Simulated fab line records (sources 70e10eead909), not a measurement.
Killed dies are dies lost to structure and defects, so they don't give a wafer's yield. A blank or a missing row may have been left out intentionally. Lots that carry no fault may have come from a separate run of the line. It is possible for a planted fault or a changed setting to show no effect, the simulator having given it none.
Which tool is to blame?	flow nandHarc	13 lots with 39 wafers sampled at 5 steps, on a route of 1302 steps

## WHAT THE GAUGES SHOWED, per wafer
NHARC_P_GATE_CD_MEAS_46: the cd target is 720 nm. Usual: 719.2 nm for cdNm, sd 1.7.
lot	measured	on	cdNm (nm)	flag
L212	day 5 14:38	cdSem-01	717.0 716.6 718.4	
L215	day 6 20:20	cdSem-03	720.9 719.4 721.4	
L216	day 6 21:07	cdSem-01	719.3 716.5 717.1	
L218	day 8 00:11	cdSem-02	717.8 717.0 717.5	
L219	day 8 16:05	cdSem-03	630.2 630.2 630.3	OFF
L220	day 9 03:37	cdSem-01	720.1 717.3 717.8	
L223	day 9 23:06	cdSem-03	720.4 720.1 721.7	
L226	day 11 17:08	cdSem-02	719.8 718.3 721.9	
L229	day 12 18:58	cdSem-01	716.9 719.5 717.6	
L230	day 12 20:38	cdSem-02	718.2 715.3 717.7	
L231	day 13 12:26	cdSem-01	720.6 720.4 722.8	
L233	day 14 06:19	cdSem-02	720.9 719.9 719.7	
L235	day 15 04:29	cdSem-02	717.0 718.2 715.0	

## EACH LOT AND THE TOOL THAT RAN IT (in order: tool; ch and the chambers of the sampled wafers; start)
lot	NHARC_P_GATE_DESCUM_13	NHARC_P_GATE_DESCUM_31	NHARC_P_GATE_HM_OPEN_105	NHARC_P_GATE_EXPOSE_43
L212	rieDiel-12 ch 0,3, day 4 10:41	rieDiel-06 ch 0,1,3, day 5 02:07	rieDiel-06 ch 0,3, day 5 14:29 or earlier	krfScanner-01 ch 0, day 5 14:29
L215	rieDiel-01 ch 0,2,3, day 5 18:29	rieDiel-12 ch 0,1,2, day 6 08:28	rieDiel-12 ch 0,3, day 6 20:10 or earlier	krfScanner-03 ch 0, day 6 20:10
L216	rieDiel-06 ch 0,2,3, day 5 18:39	rieDiel-12 ch 2,3, day 6 09:13	rieDiel-12 ch 1,2,3, day 6 20:58 or earlier	krfScanner-02 ch 0, day 6 20:58
L218	rieDiel-01 ch 0,1,3, day 6 19:11	rieDiel-12 ch 0,1, day 7 12:29	rieDiel-12 ch 1,2,3, day 8 00:02 or earlier	krfScanner-02 ch 0, day 8 00:02
L219	rieDiel-01 ch 1,2, day 7 13:07	rieDiel-12 ch 0,1,2, day 8 04:13	rieDiel-12 ch 0,1, day 8 15:56 or earlier	krfScanner-01 ch 0, day 8 15:56
L220	rieDiel-01 ch 0,1,2, day 8 01:16	rieDiel-06 ch 1,2,3, day 8 16:00	rieDiel-06 ch 0,1,2, day 9 03:28 or earlier	krfScanner-01 ch 0, day 9 03:28
L223	rieDiel-06 ch 0,1,2, day 8 20:51	rieDiel-01 ch 1,2, day 9 11:30	rieDiel-01 ch 2,3, day 9 22:57 or earlier	krfScanner-03 ch 0, day 9 22:57
L226	rieDiel-06 ch 1,2, day 10 12:17	rieDiel-01 ch 0,3, day 11 05:16	rieDiel-01 ch 3, day 11 16:59 or earlier	krfScanner-02 ch 0, day 11 16:59
L229	rieDiel-06 ch 2,3, day 11 11:19	rieDiel-01 ch 0,1,2, day 12 05:07	rieDiel-01 ch 0,1, day 12 18:49 or earlier	krfScanner-01 ch 0, day 12 18:49
L230	rieDiel-01 ch 1,2,3, day 11 19:02	rieDiel-01 ch 0,2, day 12 08:50	rieDiel-01 ch 1,2, day 12 20:29 or earlier	krfScanner-01 ch 0, day 12 20:29
L231	rieDiel-01 ch 0,1,2, day 12 07:05	rieDiel-01 ch 0,3, day 13 00:25	rieDiel-01 ch 0,3, day 13 12:17 or earlier	krfScanner-02 ch 0, day 13 12:17
L233	rieDiel-06 ch 1,3, day 13 01:29	rieDiel-01 ch 1,2,3, day 13 18:34	rieDiel-01 ch 2,3, day 14 06:09 or earlier	krfScanner-02 ch 0, day 14 06:09
L235	rieDiel-12 ch 1,2,3, day 14 00:25	rieDiel-12 ch 0,1,3, day 14 16:58	rieDiel-12 ch 1,2,3, day 15 04:20 or earlier	krfScanner-02 ch 0, day 15 04:20
- NHARC_P_GATE_DESCUM_13: chemistry O2, time 3 s.
- NHARC_P_GATE_DESCUM_31: chemistry O2, time 3 s.
- NHARC_P_GATE_HM_OPEN_105: chemistry O2/COS, target depth 360 nm.
- NHARC_P_GATE_EXPOSE_43: exposes mask P NSD, target cd 720 nm.

## AS READ BY THE TOOLS THEMSELVES (means over the sampled wafers that have a number; for cases with no such wafer, the mark the record gives instead)
NHARC_P_GATE_DESCUM_13. Usual: drypumpMotorCurrentA 6.0 A, standard deviation 0.37; oesProductAu 0.999 a.u., standard deviation 0.0093; rfVppV 57.6 V, standard deviation 0.93; showerheadPlenumPTorr 1.86 Torr, standard deviation 0.091; throttleValvePct 11.312 %, standard deviation 0.009.
lot	tool	drypumpMotorCurrentA (A)	oesProductAu (a.u.)	rfVppV (V)	showerheadPlenumPTorr (Torr)	throttleValvePct (%)	flag
L212	rieDiel-12	6.2	1.002	59.0	2.00	11.310	
L215	rieDiel-01	5.8	1.001	57.7	1.88	11.317	
L216	rieDiel-06	5.7	1.007	58.0	1.81	11.300	
L218	rieDiel-01	6.0	0.993	57.4	1.89	11.317	
L219	rieDiel-01	6.4	1.000	56.9	1.79	11.321	
L220	rieDiel-01	6.1	1.006	57.8	1.80	11.318	
L223	rieDiel-06	5.8	0.998	57.6	1.80	11.315	
L226	rieDiel-06	5.8	0.993	56.4	1.80	11.311	
L229	rieDiel-06	5.7	0.991	57.6	1.81	11.306	
L230	rieDiel-01	6.1	0.995	58.1	1.87	11.325	
L231	rieDiel-01	6.1	0.995	57.6	1.80	11.313	
L233	rieDiel-06	5.6	0.992	56.9	1.79	11.314	
L235	rieDiel-12	6.3	0.996	58.2	1.91	11.312	

NHARC_P_GATE_DESCUM_31. Usual: drypumpMotorCurrentA 6.0 A, standard deviation 0.37; oesProductAu 1.000 a.u., standard deviation 0.0099; rfVppV 57.6 V, standard deviation 0.95; showerheadPlenumPTorr 1.87 Torr, standard deviation 0.093; throttleValvePct 11.311 %, standard deviation 0.01.
lot	tool	drypumpMotorCurrentA (A)	oesProductAu (a.u.)	rfVppV (V)	showerheadPlenumPTorr (Torr)	throttleValvePct (%)	flag
L212	rieDiel-06	5.7	1.010	57.3	1.80	11.313	
L215	rieDiel-12	6.2	0.997	58.0	1.93	11.304	
L216	rieDiel-12	6.5	0.996	57.8	1.90	11.308	
L218	rieDiel-12	6.0	1.002	57.8	1.94	11.311	
L219	rieDiel-12	6.2	1.001	57.2	1.93	11.317	
L220	rieDiel-06	5.7	1.002	56.7	1.80	11.309	
L223	rieDiel-01	6.4	1.009	56.3	1.79	11.321	
L226	rieDiel-01	5.7	0.993	58.8	1.97	11.317	
L229	rieDiel-01	6.1	1.002	57.0	1.80	11.312	
L230	rieDiel-01	5.8	1.003	57.0	1.81	11.313	
L231	rieDiel-01	5.7	0.997	58.7	1.97	11.309	
L233	rieDiel-01	6.1	0.988	57.5	1.87	11.304	
L235	rieDiel-12	6.1	0.985	57.7	1.97	11.307	

NHARC_P_GATE_HM_OPEN_105. Usual: value, then standard deviation, for each; biasW 300.1 W / 0.91; drypumpMotorCurrentA 6.0 A / 0.38; oesProductAu 1.001 a.u. / 0.01; rfFwdPowerW 497.9 W / 1.7; rfVppV 465.4 V / 2.9; showerheadPlenumPTorr 3.04 Torr / 0.14; throttleValvePct 28.330 % / 0.0089.
lot	tool	biasW (W)	drypumpMotorCurrentA (A)	oesProductAu (a.u.)	rfFwdPowerW (W)	rfVppV (V)	showerheadPlenumPTorr (Torr)	throttleValvePct (%)	flag
L212	rieDiel-06	299.7	5.6	1.010	495.6	464.3	2.95	28.326	
L215	rieDiel-12	300.2	6.1	1.001	497.9	469.7	3.28	28.335	
L216	rieDiel-12	298.9	6.4	1.007	497.9	467.0	3.12	28.339	
L218	rieDiel-12	300.7	6.4	1.005	499.4	466.5	3.12	28.332	
L219	rieDiel-12	300.7	6.0	1.008	500.5	468.5	3.17	28.326	
L220	rieDiel-06	299.2	5.8	0.995	498.3	463.6	2.95	28.331	
L223	rieDiel-01	299.2	5.7	0.996	499.1	467.7	3.18	28.325	
L226	rieDiel-01	300.7	5.6	0.996	500.2	471.6	3.31	28.326	
L229	rieDiel-01	300.6	6.4	1.006	496.3	463.6	2.96	28.324	
L230	rieDiel-01	300.0	6.2	0.993	497.2	463.7	2.93	28.333	
L231	rieDiel-01	300.2	5.7	0.996	496.2	468.1	3.20	28.332	
L233	rieDiel-01	300.0	5.8	0.987	498.4	465.4	3.05	28.329	
L235	rieDiel-12	299.6	6.4	0.997	499.5	467.7	3.11	28.327	

## THE ANSWER, worked out from the rows above alone
Rule: a lot is off if the mean of its wafers that have a number lies more than 3 standard deviations from the usual mean. A lot without any number at a reading at which 4 lots or more have one is off too. All remaining lots with rows at the step are treated as sound. Order of review: gauges by route order, followed by the tools' own readings, for which a lot's mean as printed above is used. The first step at which some lot is off is used, and at that step the reading that is off furthest; a lot without a number counts as furthest.
Off at NHARC_P_GATE_CD_MEAS_46 (cdNm): L219.
A tool fits if, at a process step before that reading, it ran every lot that is off, and no sound lot after the first of them. The gauges at NHARC_P_GATE_CD_MEAS_46 are tried like those tools. NHARC_P_GATE_HM_OPEN_105 gives no start for some lots, so the hours and the order of its lots are those of NHARC_P_GATE_EXPOSE_43. No candidate that was tried fits.

## WHAT WAS PUT IN BY THE SIMULATOR
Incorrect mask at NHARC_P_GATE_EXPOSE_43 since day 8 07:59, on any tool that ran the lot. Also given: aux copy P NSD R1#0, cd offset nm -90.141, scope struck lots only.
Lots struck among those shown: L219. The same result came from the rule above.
